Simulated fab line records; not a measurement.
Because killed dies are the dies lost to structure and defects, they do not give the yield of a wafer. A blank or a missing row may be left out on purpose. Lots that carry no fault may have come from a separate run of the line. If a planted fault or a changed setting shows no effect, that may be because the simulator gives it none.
fab line records	flow n5-finfet
record lots=6	wafers=18	last-day=20
route steps=1938 shown SD_EPI_P@299 BEOL_M4@1111 PASSIVATION@1936
lots that met no fault: taken from a fault-free run of the same line
start-h: hours from the record's first day to the start of the lot's first wafer shown	wait-h: time in hours since the lot's previous step	" identical to the entry in the row above	L1.1+2: a single row standing in for several wafers	- no value, or no start was given	* or withheld: withheld	< > ~ a bound
route shown NAME@n: NAME is a module with steps in the file, n the number in the route of the first one	usual: mean/standard deviation taken from wafers without a fault	same: alike in all rows	chamber/n: place in a boat	sites: the reading at each site	_std_site: standard deviation of those values	_edge_site: the outer-site mean with the inner-site mean subtracted	radius-mm: for every site, how far away it sits from the centre of the wafer	mask NAME#n: copy n	behind: tool/chamber where the wafer was last shaped	hold: reason for holding the lot/hours on hold/outcome of the hold	device: transistor that didn't switch, given as n, p or np	end of line: the same wafers' tests at the end of the route	a step given without rows: its recipe and nothing more	killed: count of dies lost to structure and defects at first sort (not the wafer's yield)	map: a wafer's dies, x killed, . not, _ none there
set.NAME: the setting that was run; set.NAME@STEP: the one run at that earlier step	model.NAME: the simulator's own value behind a step, which no gauge read
lots at selected steps of the route; one table per step, one row per wafer
services: from which hour (start-h, from the record's first day; less than 0 if before it) a tool's chamber was out of use, for how many hours, and why
## steps
# step N5_SD_EPI_P_SOFTBAKE_04
# recipe temp-c=110	time-s=60	resist=CAR-ArF-block
# step N5_SD_EPI_P_EXPOSE_06
# recipe mask-id=SD_P_BLK	na=1.35	source-shape=conventional	sigma-outer=0.8	polarization=unpolarized	target-cd-nm=240	dose-mj=39.5
# step N5_SD_EPI_P_PEB_07
# recipe peb-temp-c=110	peb-time-s=60	resist=CAR-ArF-block
# step N5_SD_EPI_P_DEVELOP_08
# recipe develop-time-s=30	developer=TMAH	resist=CAR-ArF-block	dev-temp-c=23	rinse-liquid=diw	dry=air-spin
# step N5_SD_EPI_P_CD_MEAS_09
# recipe target-cd-nm=240	landing-energy-ev=500	detector=se-inlens
# usual cd-nm=239.9/1.1
lot.wafer	tool	chamber	start-h	wait-h	cd-nm
L622.1	cd-sem-01	0	98.29	-	241.9
L622.4	"	0	"	"	240.3
L622.6	"	0	"	"	239.8
L630.1	cd-sem-02	0	136.12	-	238.1
L630.2	"	0	"	"	238.3
L630.4	"	0	"	"	240.0
L631.1	cd-sem-02	0	142.78	-	240.0
L631.3	"	0	"	"	238.3
L631.5	"	0	"	"	238.9
L632.1	cd-sem-02	0	148.74	-	238.7
L632.3	"	0	"	"	238.8
L632.6	"	0	"	"	239.3
L634.2	cd-sem-03	0	162.33	-	240.7
L634.3	"	0	"	"	240.5
L634.5	"	0	"	"	240.6
L639.3	cd-sem-01	0	191.69	-	238.3
L639.5	"	0	"	"	237.6
L639.6	"	0	"	"	238.5
# step N5_SD_EPI_P_OVL_MEAS_10
# recipe points-per-wafer=44
# usual SD_P_BLK_OVL=0.0/0.77
lot.wafer	tool	chamber	start-h	wait-h	SD_P_BLK_OVL[nm]
L622.1	overlay-02	0	98.32	0.0	-0.2
L622.4	"	0	"	"	1.0
L622.6	"	0	"	"	0.7
L630.1	overlay-01	0	136.15	0.0	1.0
L630.2	"	0	"	"	0.6
L630.4	"	0	"	"	0.5
L631.1	overlay-01	0	142.81	0.0	0.1
L631.3	"	0	"	"	0.8
L631.5	"	0	"	"	0.0
L632.1	overlay-01	0	148.77	0.0	-0.4
L632.3	"	0	"	"	-0.3
L632.6	"	0	"	"	-0.3
L634.2	overlay-01	0	162.36	0.0	-0.8
L634.3	"	0	"	"	-1.8
L634.5	"	0	"	"	-1.8
L639.3	overlay-01	0	191.72	0.0	1.3
L639.5	"	0	"	"	-0.1
L639.6	"	0	"	"	-0.1
# step N5_SD_EPI_P_INSPECT_11
# recipe mode=adi	inspect-instrument=macro
# usual raw-defect-count=1.9/1.4
lot.wafer	tool	chamber	start-h	wait-h	raw-defect-count
L622.1	defect-inspect-01	-	98.34	0.0	1
L622.4	"	-	"	"	3
L622.6	"	-	"	"	2
L630.1	defect-inspect-02	-	136.18	0.0	1
L630.2	"	-	"	"	3
L630.4	"	-	"	"	3
L631.1	defect-inspect-02	-	142.83	0.0	0
L631.3	"	-	"	"	0
L631.5	"	-	"	"	3
L632.1	defect-inspect-01	-	148.79	0.0	3
L632.3	"	-	"	"	3
L632.6	"	-	"	"	5
L634.2	defect-inspect-01	-	162.39	0.0	1
L634.3	"	-	"	"	1
L634.5	"	-	"	"	1
L639.3	defect-inspect-02	-	191.74	0.0	2
L639.5	"	-	"	"	5
L639.6	"	-	"	"	2
# step N5_SD_EPI_P_DESCUM_14
# recipe chemistry=O2	time-s=7.9	source-power-w=50	bias-power-w=20	pressure-mtorr=20	rf-frequency-hz=2.712e+07	temp-c=40	resist=CAR-ArF-block	o2-flow-sccm=225
# usual drypump-motor-current-A=5.7/0.37	oes-product-au=0.81/0.093	rf-vpp-V=243.6/1.6	showerhead-plenum-p-Torr=2.13/0.08	throttle-valve-pct=20.4/0.35
lot.wafer	tool	chamber	start-h	wait-h	drypump-motor-current-A	oes-product-au	rf-hours-counter-h	rf-vpp-V	showerhead-plenum-p-Torr	throttle-valve-pct
L622.1	rie-diel-02	1	98.38	0.0	5.4	0.80	110	241.2	2.03	20.2
L622.4	"	0	"	"	5.7	0.68	220	243.2	2.09	20.8
L622.6	"	3	"	"	5.9	0.77	-	244.6	2.21	20.6
L630.1	rie-diel-02	1	136.21	0.0	5.4	0.80	116	243.3	2.03	20.2
L630.2	"	0	"	"	5.8	0.68	228	242.7	2.08	20.8
L630.4	"	2	"	"	5.6	0.78	127	241.1	1.94	20.5
L631.1	rie-diel-02	0	142.86	0.0	5.8	0.67	230	241.6	2.08	20.8
L631.3	"	2	"	"	5.7	0.78	128	239.4	1.93	20.5
L631.5	"	3	"	"	5.9	0.76	-	246.9	2.20	20.6
L632.1	rie-diel-03	3	148.83	0.0	5.1	0.93	20	244.4	2.20	20.0
L632.3	"	2	"	"	6.2	0.89	51	245.6	2.21	20.2
L632.6	"	3	"	"	5.1	0.92	-	245.8	2.20	20.0
L634.2	rie-diel-06	2	162.42	0.0	5.2	0.91	13	243.7	2.12	19.8
L634.3	"	0	"	"	6.3	0.82	78	244.1	2.12	20.2
L634.5	"	1	"	"	5.5	0.69	-	244.4	2.15	20.5
L639.3	rie-diel-06	0	192.10	0.4	6.2	0.80	85	242.2	2.12	20.2
L639.5	"	1	"	"	5.5	0.67	-	242.7	2.15	20.6
L639.6	"	2	"	"	5.2	0.89	-	244.1	2.12	19.8
# step N5_SD_EPI_P_ETCH_36
# recipe chemistry=CF4	target=SiARC	target-depth-a=455	mask-material=CAR-ArF-block	time-s=75.8	ion-energy-ev=80	pressure-mtorr=40	source-w=545	bias-w=36	Ar_flow_sccm=100	cf4-flow-sccm=100	ends=cleared
# usual drypump-motor-current-A=5.7/0.36	etch-rf-on-time-s=74.3/2.5	oes-product-au=0.70/0.082	rf-vpp-V=184.4/1.3	showerhead-plenum-p-Torr=2.17/0.076	throttle-valve-pct=15.51/0.25
lot.wafer	tool	chamber	start-h	wait-h	drypump-motor-current-A	etch-rf-on-time-s	oes-product-au	rf-hours-counter-h	rf-vpp-V	showerhead-plenum-p-Torr	throttle-valve-pct
L622.1	rie-diel-02	1	98.41	0.0	5.4	74.5	0.69	110	183.7	2.09	15.46
L622.4	"	0	"	"	5.7	78.0	0.57	220	183.9	2.13	15.89
L622.6	"	3	"	"	5.9	76.5	0.64	-	185.6	2.20	15.44
L630.1	rie-diel-02	1	136.25	0.0	5.4	74.5	0.68	116	183.5	2.09	15.46
L630.2	"	0	"	"	5.8	78.1	0.57	228	184.9	2.13	15.91
L630.4	"	2	"	"	5.7	75.0	0.68	127	181.3	1.98	15.58
L631.1	rie-diel-02	0	142.90	0.0	5.8	77.7	0.57	230	183.6	2.12	15.94
L631.3	"	2	"	"	5.7	75.2	0.67	128	183.0	1.98	15.56
L631.5	"	3	"	"	5.9	76.4	0.64	-	185.6	2.20	15.45
L632.1	rie-diel-03	3	148.86	0.0	5.2	74.7	0.80	20	184.9	2.28	15.44
L632.3	"	2	"	"	6.3	72.7	0.77	51	185.7	2.24	15.30
L632.6	"	3	"	"	5.2	73.9	0.82	-	186.1	2.28	15.46
L634.2	rie-diel-06	2	162.45	0.0	5.2	75.4	0.78	13	184.8	2.20	15.20
L634.3	"	0	"	"	6.2	73.9	0.70	78	184.5	2.15	15.34
L634.5	"	1	"	"	5.5	76.2	0.60	-	183.9	2.18	15.60
L639.3	rie-diel-06	0	192.14	0.0	6.2	75.5	0.68	85	184.1	2.15	15.36
L639.5	"	1	"	"	5.5	77.4	0.58	-	185.1	2.17	15.61
L639.6	"	2	"	"	5.2	75.6	0.77	-	183.2	2.20	15.22
# step N5_SD_EPI_P_ETCH_37
# recipe chemistry=N2/H2	target=SOC	overetch-a=1080	mask-material=SiARC	temp-c=40	ion-energy-ev=100	source-w=3000	bias-w=133	pressure-mtorr=20	time-s=486	n2-flow-sccm=200	h2-flow-sccm=200	ends=end-point
# usual drypump-motor-current-A=5.7/0.37	oes-product-au=0.72/0.08	rf-vpp-V=241.2/1.5	showerhead-plenum-p-Torr=2.58/0.11	throttle-valve-pct=23.8/0.45
lot.wafer	tool	chamber	start-h	wait-h	drypump-motor-current-A	oes-product-au	rf-hours-counter-h	rf-vpp-V	showerhead-plenum-p-Torr	throttle-valve-pct
L622.1	rie-diel-02	1	98.47	0.0	5.4	0.71	110	240.3	2.47	23.6
L622.4	"	0	"	"	5.8	0.62	220	241.4	2.54	24.6
L622.6	"	3	"	"	5.9	0.68	-	241.4	2.64	23.8
L630.1	rie-diel-02	1	136.30	0.0	5.4	0.70	117	239.4	2.46	23.7
L630.2	"	0	"	"	5.8	0.61	228	238.9	2.53	24.6
L630.4	"	2	"	"	5.7	0.70	127	238.5	2.32	23.6
L631.1	rie-diel-02	0	142.96	0.0	5.8	0.61	230	238.4	2.53	24.6
L631.3	"	2	"	"	5.7	0.71	128	237.9	2.32	23.6
L631.5	"	3	"	"	5.9	0.67	-	241.9	2.64	23.8
L632.1	rie-diel-03	3	148.92	0.0	5.2	0.82	20	242.9	2.72	23.9
L632.3	"	2	"	"	6.3	0.79	51	241.6	2.71	23.9
L632.6	"	3	"	"	5.2	0.83	-	242.2	2.72	23.9
L634.2	rie-diel-06	2	162.51	0.0	5.2	0.83	13	242.7	2.60	23.4
L634.3	"	0	"	"	6.2	0.72	78	240.5	2.54	23.1
L634.5	"	1	"	"	5.5	0.63	-	242.2	2.60	23.8
L639.3	rie-diel-06	0	192.19	0.0	6.2	0.72	85	241.1	2.53	23.1
L639.5	"	1	"	"	5.5	0.62	-	240.3	2.60	23.8
L639.6	"	2	"	"	5.2	0.81	-	241.4	2.60	23.4
# step N5_SD_EPI_P_STRIP_38
# recipe chemistry=N2/H2	temp-c=40	n2-flow-sccm=200	h2-flow-sccm=200	rf-frequency-hz=6e+07
# step N5_SD_EPI_P_ETCHBACK_46
# recipe chemistry=CH3F/O2	mode=anisotropic-etchback	target=SiNx	target-depth-a=175	stop-on=SiO2	over-etch-frac=0.3	ion-energy-ev=120	pressure-mtorr=30	source-w=395	bias-w=73	Ar_flow_sccm=150	CH3F_flow_sccm=30	O2_flow_sccm=20
# usual drypump-motor-current-A=5.7/0.36	oes_ar_750_au=0.81/0.094	oes-product-au=0.69/0.077	rf-vpp-V=296/5.4	showerhead-plenum-p-Torr=2.03/0.072	throttle-valve-pct=16.27/0.28
lot.wafer	tool	chamber	start-h	wait-h	drypump-motor-current-A	oes_ar_750_au	oes-product-au	rf-hours-counter-h	rf-vpp-V	showerhead-plenum-p-Torr	throttle-valve-pct
L622.1	rie-diel-02	1	98.79	0.0	5.4	0.80	0.68	110	300	1.95	16.16
L622.4	"	0	"	"	5.8	0.69	0.59	220	293	2.00	16.69
L622.6	"	3	"	"	5.9	0.75	0.65	-	304	2.07	16.23
L630.1	rie-diel-02	1	136.63	0.0	5.4	0.79	0.67	117	300	1.94	16.18
L630.2	"	0	"	"	5.8	0.68	0.58	228	290	2.00	16.72
L630.4	"	2	"	"	5.7	0.80	0.67	127	291	1.86	16.41
L631.1	rie-diel-02	0	143.28	0.0	5.8	0.68	0.58	230	291	1.99	16.74
L631.3	"	2	"	"	5.7	0.80	0.67	128	292	1.86	16.43
L631.5	"	3	"	"	5.9	0.74	0.64	-	304	2.07	16.26
L632.1	rie-diel-03	3	149.24	0.0	5.2	0.95	0.79	20	295	2.14	16.21
L632.3	"	2	"	"	6.2	0.88	0.74	51	299	2.09	16.03
L632.6	"	3	"	"	5.2	0.94	0.79	-	294	2.14	16.22
L634.2	rie-diel-06	2	162.83	0.0	5.2	0.94	0.78	13	284	2.06	15.98
L634.3	"	0	"	"	6.2	0.81	0.69	78	291	2.01	16.11
L634.5	"	1	"	"	5.5	0.70	0.60	-	297	2.05	16.41
L639.3	rie-diel-06	0	192.52	0.0	6.2	0.79	0.69	85	290	2.01	16.11
L639.5	"	1	"	"	5.5	0.70	0.59	-	293	2.04	16.43
L639.6	"	2	"	"	5.2	0.93	0.77	-	285	2.06	16.00
# step N5_SD_EPI_P_ETCH_47
# recipe chemistry=CH3F/O2	target=SiOCN	target-depth-a=250	mask-material=SOC	ion-energy-ev=60	bias-w=29	pressure-mtorr=30	source-w=410	Ar_flow_sccm=150	CH3F_flow_sccm=30	O2_flow_sccm=20
# usual drypump-motor-current-A=5.7/0.36	oes_ar_750_au=0.81/0.094	oes-product-au=0.81/0.095	rf-vpp-V=126.9/2.3	showerhead-plenum-p-Torr=2.03/0.072	throttle-valve-pct=16.25/0.28
lot.wafer	tool	chamber	start-h	wait-h	drypump-motor-current-A	oes_ar_750_au	oes-product-au	rf-hours-counter-h	rf-vpp-V	showerhead-plenum-p-Torr	throttle-valve-pct	model.etch.depth-nm
L622.1	rie-diel-02	1	98.89	0.1	5.4	0.80	0.81	110	129.5	1.95	16.15	25.68
L622.4	"	0	"	"	5.8	0.68	0.68	220	125.4	2.00	16.68	24.47
L622.6	"	3	"	"	5.9	0.75	0.76	-	131.4	2.07	16.22	25.25
L630.1	rie-diel-02	1	136.73	0.1	5.4	0.78	0.98	117	127.9	1.94	16.17	35.02
L630.2	"	0	"	"	5.8	0.68	0.67	228	126.3	2.00	16.69	24.31
L630.4	"	2	"	"	5.6	0.80	0.97	127	125.2	1.86	16.40	34.33
L631.1	rie-diel-02	0	143.38	0.1	5.8	0.68	0.83	230	125.7	1.99	16.72	33.81
L631.3	"	2	"	"	5.7	0.80	0.77	128	124.4	1.86	16.39	24.53
L631.5	"	3	"	"	5.8	0.75	0.74	-	129.9	2.07	16.21	24.98
L632.1	rie-diel-03	3	149.34	0.1	5.2	0.95	0.93	20	125.4	2.14	16.18	25.43
L632.3	"	2	"	"	6.2	0.88	0.90	51	128.4	2.09	15.96	25.56
L632.6	"	3	"	"	5.2	0.94	0.94	-	127.7	2.14	16.18	25.21
L634.2	rie-diel-06	2	162.93	0.1	5.2	0.94	0.91	13	122.9	2.06	15.95	24.64
L634.3	"	0	"	"	6.3	0.80	0.82	78	123.9	2.01	16.06	25.41
L634.5	"	1	"	"	5.5	0.70	0.69	-	127.0	2.05	16.37	24.64
L639.3	rie-diel-06	0	192.62	0.1	6.2	0.80	0.81	85	124.5	2.01	16.09	25.04
L639.5	"	1	"	"	5.5	0.69	0.68	-	127.2	2.04	16.39	24.16
L639.6	"	2	"	"	5.2	0.93	0.90	-	119.9	2.06	15.97	24.75
# step N5_SD_EPI_P_ETCH_16
# recipe chemistry=CHF3/O2	target=SiO2	target-depth-a=50	mask-material=SOC	pressure-mtorr=30	source-w=650	bias-w=170	Ar_flow_sccm=200	CHF3_flow_sccm=50	O2_flow_sccm=5	ion-energy-ev=200
# usual CHF3_flow_sccm=50.00/0.15	drypump-motor-current-A=5.7/0.37	oes_ar_750_au=0.81/0.093	oes-product-au=0.81/0.094	rf-vpp-V=521/9.7	showerhead-plenum-p-Torr=2.44/0.083	throttle-valve-pct=18.82/0.27
lot.wafer	tool	chamber	start-h	wait-h	CHF3_flow_sccm	drypump-motor-current-A	oes_ar_750_au	oes-product-au	rf-hours-counter-h	rf-vpp-V	showerhead-plenum-p-Torr	throttle-valve-pct
L622.1	rie-diel-02	1	98.99	0.1	50.08	5.4	0.79	0.80	110	527	2.34	18.67
L622.4	"	0	"	"	49.93	5.8	0.69	0.68	220	514	2.40	19.24
L622.6	"	3	"	"	49.98	5.9	0.75	0.76	-	537	2.49	18.75
L630.1	rie-diel-02	1	136.83	0.1	50.01	5.4	0.79	0.79	117	526	2.34	18.69
L630.2	"	0	"	"	50.15	5.8	0.68	0.67	228	514	2.40	19.24
L630.4	"	2	"	"	50.10	5.7	0.79	0.79	127	515	2.25	19.00
L631.1	rie-diel-02	0	143.48	0.1	50.04	5.8	0.68	0.68	230	514	2.40	19.23
L631.3	"	2	"	"	49.97	5.7	0.80	0.78	128	514	2.25	19.03
L631.5	"	3	"	"	50.05	5.9	0.74	0.77	-	536	2.49	18.77
L632.1	rie-diel-03	3	149.44	0.1	50.00	5.2	0.94	0.93	20	515	2.57	18.77
L632.3	"	2	"	"	49.94	6.3	0.88	0.89	51	526	2.52	18.58
L632.6	"	3	"	"	50.09	5.2	0.95	0.93	-	517	2.57	18.76
L634.2	rie-diel-06	2	163.03	0.1	49.94	5.2	0.96	0.90	13	500	2.48	18.50
L634.3	"	0	"	"	49.96	6.2	0.81	0.81	78	509	2.42	18.61
L634.5	"	1	"	"	49.97	5.5	0.70	0.69	-	520	2.47	18.96
L639.3	rie-diel-06	0	192.72	0.1	49.92	6.3	0.80	0.81	85	510	2.42	18.62
L639.5	"	1	"	"	50.03	5.5	0.70	0.68	-	519	2.47	18.97
L639.6	"	2	"	"	49.99	5.2	0.92	0.91	-	500	2.47	18.53
# step N5_BEOL_M4_RC_MEAS_101
# usual DIBL_N=37.1/2.6	DIBL_P=38/3	IOFF_N=0.18/0.052	IOFF_P=0.25/0.06	ION_N=678/15	ION_P=467/8.6	SS_N=71.7/0.73	SS_P=73.7/0.89	VT_N=249/4.3	VT_P=-248/3.8
lot.wafer	tool	chamber	start-h	wait-h	DIBL_N[mV/V]	DIBL_P[mV/V]	IOFF_N[nA/um]	IOFF_P[nA/um]	ION_N[uA/um]	ION_P[uA/um]	SS_N[mV/dec]	SS_P[mV/dec]	VT_N[mV]	VT_P[mV]
L622.1	prober-01	0	265.52	0.0	38.1	38	0.18	0.26	686	476	71.7	73.7	249	-244
L622.4	"	0	"	"	38.1	39	0.19	0.29	681	483	71.9	73.8	244	-241
L622.6	"	0	"	"	37.8	39	0.19	0.29	697	486	71.2	73.8	247	-244
L630.1	prober-02	0	316.04	0.0	36.1	37	0.16	0.23	683	472	72.0	73.0	250	-250
L630.2	"	0	"	"	35.2	36	0.15	0.21	671	457	72.2	73.5	249	-252
L630.4	"	0	"	"	33.3	35	0.11	0.20	652	467	71.0	72.9	257	-249
L631.1	prober-01	0	317.15	0.0	35.4	37	0.13	0.25	662	472	71.3	74.2	255	-248
L631.3	"	0	"	"	35.0	36	0.13	0.22	669	464	70.7	73.9	254	-249
L631.5	"	0	"	"	36.1	38	0.15	0.25	682	473	71.1	74.1	250	-247
L632.1	prober-01	0	342.43	0.0	41.6	44	0.31	0.41	703	482	73.3	74.6	241	-237
L632.3	"	0	"	"	40.9	43	0.27	0.40	697	481	73.0	75.1	242	-242
L632.6	"	0	"	"	41.4	44	0.28	0.44	696	476	72.5	75.9	242	-240
L634.2	prober-01	0	351.94	0.8	35.3	37	0.18	0.23	704	474	71.6	73.5	243	-247
L634.3	"	0	"	"	32.0	32	0.11	0.16	660	456	71.2	72.2	256	-254
L634.5	"	0	"	"	34.2	35	0.13	0.21	650	457	70.8	72.7	253	-251
L639.3	prober-02	0	375.66	0.3	38.1	39	0.22	0.27	683	469	72.4	74.3	245	-249
L639.5	"	0	"	"	37.7	40	0.22	0.29	690	468	72.2	74.0	245	-247
L639.6	"	0	"	"	40.0	42	0.27	0.34	699	472	72.8	74.7	242	-242
# step N5_PASSIVATION_PROBE_49
# usual defect-limited-yield=91.4/1.4	killed_at_M0_to_M3=34/9.1	killed_at_M4_up=14/5.2	killed-at-contacts=12/6.4	killed-at-front-end=38/11	killed-at-other=3.7/2.8	killed-dies=102/17	killed-open=68/13	killed-short=32/7.8	sort_bin_4_leakage=0.05/0.3	sort_bin_5_function=5.1/1	sort_bin_6_memory=3.2/0.66	sort_bin_8_speed=0.1/0.92	sort-n-pass=1076/19	sort-yield-pct=91.2/1.6
# same gross-dies=1180	killed-at-back-side=0
lot.wafer	tool	chamber	start-h	wait-h	defect-limited-yield[%]	killed_at_M0_to_M3	killed_at_M4_up	killed-at-contacts	killed-at-front-end	killed-at-other	killed-dies	killed-open	killed-short	sort_bin_4_leakage[%]	sort_bin_5_function[%]	sort_bin_6_memory[%]	sort_bin_8_speed[%]	sort-n-pass	sort-yield-pct[%]
L630.1	prober-01	-	426.32	0.0	89.7	47	19	11	34	10	121	73	45	0	5.8	4.1	0.1	1059	89.7
L630.2	prober-01	-	426.37	0.1	93.8	12	11	12	35	3	73	43	29	0	3.6	1.9	0	1107	93.8
L630.4	prober-01	-	426.47	0.2	90.8	37	22	7	41	2	109	62	42	0	5.0	3.7	0	1071	90.8
L634.2	prober-01	-	468.86	0.1	91.4	50	17	8	22	4	101	75	26	0	4.4	4.0	0	1079	91.4
L634.3	prober-01	-	468.91	0.1	92.0	40	3	9	36	6	94	63	31	0	4.8	3.0	0.1	1085	91.9
L634.5	prober-01	-	469.01	0.2	92.2	33	10	1	43	5	92	67	25	0	4.2	3.4	0	1088	92.2
L639.3	prober-01	-	477.25	0.1	90.8	40	18	17	30	4	109	81	24	0	6.1	3.1	0	1071	90.8
L639.5	prober-01	-	477.35	0.2	89.7	34	23	28	31	6	122	81	40	0	6.2	3.6	0	1058	89.7
L639.6	prober-01	-	477.40	0.3	91.6	33	15	11	33	7	99	68	26	0	5.7	2.3	0	1081	91.6
# killed by level:class
L630.1 BEOL_M0_SAQP:geometric-particle:open=14 BEOL_M4:geometric-particle:open=12 BEOL_M0_SAQP:geometric-particle:short=12 FIN_SAQP:geometric-particle:short=9 MOL_CONTACT_COAG:geometric-particle:open=8 FIN_SAQP:geometric-particle:open=7 BEOL_M3:geometric-particle:open=5 STI_FIN_REVEAL:geometric-particle:open=4
L630.2 MOL_CONTACT_COAG:geometric-particle:open=10 FIN_SAQP:geometric-particle:open=9 FIN_SAQP:geometric-particle:short=6 DUMMY_GATE:geometric-particle:open=5 BEOL_M4:geometric-particle:short=5 BEOL_M4:geometric-particle:open=4 STI_FIN_REVEAL:geometric-particle:short=3 GATE_CUT:geometric-particle:short=3
L630.4 BEOL_M0_SAQP:geometric-particle:short=12 BEOL_M0_SAQP:geometric-particle:open=10 DUMMY_GATE:geometric-particle:open=8 FIN_SAQP:geometric-particle:open=7 FIN_SAQP:geometric-particle:short=7 BEOL_M4:geometric-particle:open=7 MOL_CONTACT_COAG:geometric-particle:open=6 BEOL_M4:geometric-particle:short=6
L634.2 BEOL_M0_SAQP:geometric-particle:open=14 BEOL_M0_SAQP:geometric-particle:short=9 BEOL_M2:geometric-particle:open=9 MOL_CONTACT_COAG:geometric-particle:open=8 BEOL_M1:geometric-particle:open=7 BEOL_M4:geometric-particle:open=7 FIN_SAQP:geometric-particle:open=5 BEOL_M3:geometric-particle:open=5
L634.3 FIN_SAQP:geometric-particle:open=9 BEOL_M2:geometric-particle:open=8 MOL_CONTACT_COAG:geometric-particle:open=8 BEOL_M3:geometric-particle:open=7 BEOL_M0_SAQP:geometric-particle:short=7 STI_FIN_REVEAL:geometric-particle:open=6 BEOL_M0_SAQP:geometric-particle:open=6 ILD0:geometric-particle:short=5
L634.5 BEOL_M2:geometric-particle:open=10 FIN_SAQP:geometric-particle:open=9 STI_FIN_REVEAL:geometric-particle:open=9 BEOL_M3:geometric-particle:open=9 BEOL_M0_SAQP:geometric-particle:open=5 STARTING-WAFER:geometric-particle:open=5 GATE_CUT:geometric-particle:short=4 BEOL_M1:geometric-particle:open=3
L639.3 MOL_CONTACT_COAG:geometric-particle:open=14 STI_FIN_REVEAL:geometric-particle:open=10 BEOL_M1:geometric-particle:open=9 BEOL_M2:geometric-particle:open=9 BEOL_M4:geometric-particle:open=7 FIN_SAQP:geometric-particle:open=6 BEOL_M0_SAQP:geometric-particle:open=5 BEOL_M0_SAQP:geometric-particle:short=5
L639.5 MOL_CONTACT_COAG:geometric-particle:open=22 BEOL_M3:geometric-particle:open=11 BEOL_M0_SAQP:geometric-particle:short=7 BEOL_M0:geometric-particle:open=7 BEOL_M4:geometric-particle:open=7 STI_FIN_REVEAL:geometric-particle:open=6 MOL_CONTACT_COAG:geometric-particle:short=6 FIN_SAQP:geometric-particle:open=5
L639.6 FIN_SAQP:geometric-particle:open=12 MOL_CONTACT_COAG:geometric-particle:open=9 BEOL_M3:geometric-particle:open=9 BEOL_M0_SAQP:geometric-particle:open=8 STI_FIN_REVEAL:geometric-particle:open=7 BEOL_M0_SAQP:geometric-particle:short=5 BEOL_M1:geometric-particle:open=5 BEOL_M4:geometric-particle:open=5
## services
tool	chamber	start-h	hours	kind
rie-diel-06	-	105.21	0.6	repair
rie-diel-02	1	124.87	2.3	repair
## key
first-sign none at tools or gauges
model-effect step=N5_SD_EPI_P_ETCH_47	value=etch.depth-nm	without=24.77	struck=34.39
met-at N5_SD_EPI_P_ETCH_47
struck-wafers L630.1,L630.4,L631.1
onset-between 98.89 136.73
fault kind=process-parameter-drift	tool=rie-diel-02	chamber=-	onset-h=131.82	steps=N5_SD_EPI_P_ETCH_47	channel=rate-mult	offset=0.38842	shape=step	end-h=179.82	scope=struck-wafers-only
